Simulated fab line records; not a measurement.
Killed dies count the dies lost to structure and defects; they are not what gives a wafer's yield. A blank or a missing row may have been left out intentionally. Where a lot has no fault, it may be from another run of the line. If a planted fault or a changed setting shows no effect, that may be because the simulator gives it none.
Problem report in the 8D (eight disciplines) form, filled by code ; flow nand harc ; the parts of the form that need people (team, actions taken, sign-off) are left out

## 1. WHAT IS WRONG
Mean of raw defect count at NHARC_P_GATE_INSPECT_68: 536 across 2 wafers in 2 lots; on wafers with no fault it is 192 (standard deviation 65). Measured from the usual mean, that is +5.3 standard deviations.
First observed at day 10 05:19: wafer L894.3, on defect inspect-01. The record has a number at this step for 39 wafers belonging to 13 lots. By rule, "out" or "out of limits" means more than 4 standard deviations away from the usual mean. Any other wafer with a number is counted as sound.

## 2. WHAT IT IS, AND WHAT IT ISN'T
question;is;is not
which readings at this step;raw defect count;-
which lots;L894, L896;L875, L876, L877, L878, L879, L881, L882, L883, L884, L885, L898
which wafers of those lots;L894.3, L896.5;L894.2, L894.5, L896.2, L896.6
read on which gauges;defect inspect-01, defect inspect-02;-
when;from day 10 05:19;"up to then (32 sound wafers); but 5 sound wafers of L896, L898 came after"

## 3. THE SUSPECTS, EACH WITH WHAT RULES IT OUT
Counting: if a tool at a process step up to the reading ran every lot that is out, it stays a suspect. Sound lots after the first of them don't rule it out here, since some wafers of a struck lot are sound.
- the gauge at NHARC_P_GATE_INSPECT_68 has been ruled out. 2 gauges (defect inspect-01, defect inspect-02) read the wafers that are out.
- wet bench-09 at NHARC_P_GATE_STRIP_96 (strips in SPM, time 900 s): kept. It ran every lot that is out, first L894 (day 10 03:42); its last sound lot up to then is L885 (day 7 13:56).
Remaining after the count: wet bench-09 at NHARC_P_GATE_STRIP_96.

## 4. THE CAUSE (what the simulator had put in)
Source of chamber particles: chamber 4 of wet bench-09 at NHARC_P_GATE_STRIP_96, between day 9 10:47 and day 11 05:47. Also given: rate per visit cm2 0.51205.
After counting, this tool was the only one left.

## 5. THE EFFECT CHAIN, in route order
Each row: a reading where the mean over the struck wafers with a number is more than 3 standard deviations away from the usual. Readings are gone through only where the record gives a usual standard deviation; hours: the median, over the lots, of the time from a lot's start at the first step in this table giving one to that lot's start at this step; sigmas: the change measured in usual standard deviations.
hours;step;reading;usual;on struck wafers;change;sigmas
0;NHARC_P_GATE_INSPECT_68;raw defect count;192;536;+344;+5.3
332;NHARC_END_SORT_01;killed at periphery;2.9;49.5;+46.6;+21
332;NHARC_END_SORT_01;killed dies;33;84;+51;+4.6
At these later measuring or inspecting steps, every struck wafer for which the step has a row has a number for every such reading, and none has moved that far: NHARC_P_CONTACT_CD_MEAS_12.

## 6. WHAT WOULD HAVE CAUGHT IT SOONER
Counted from the fault's start at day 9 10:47, it took 19 hours until the first out-of-limits reading at a measuring or inspecting step in this record, taken at day 10 05:19.
Among the 2 lots that are out, L896 began NHARC_P_GATE_STRIP_96 on wet bench-09 after day 10 05:19. A tool hold placed at that time would have kept it from harm.
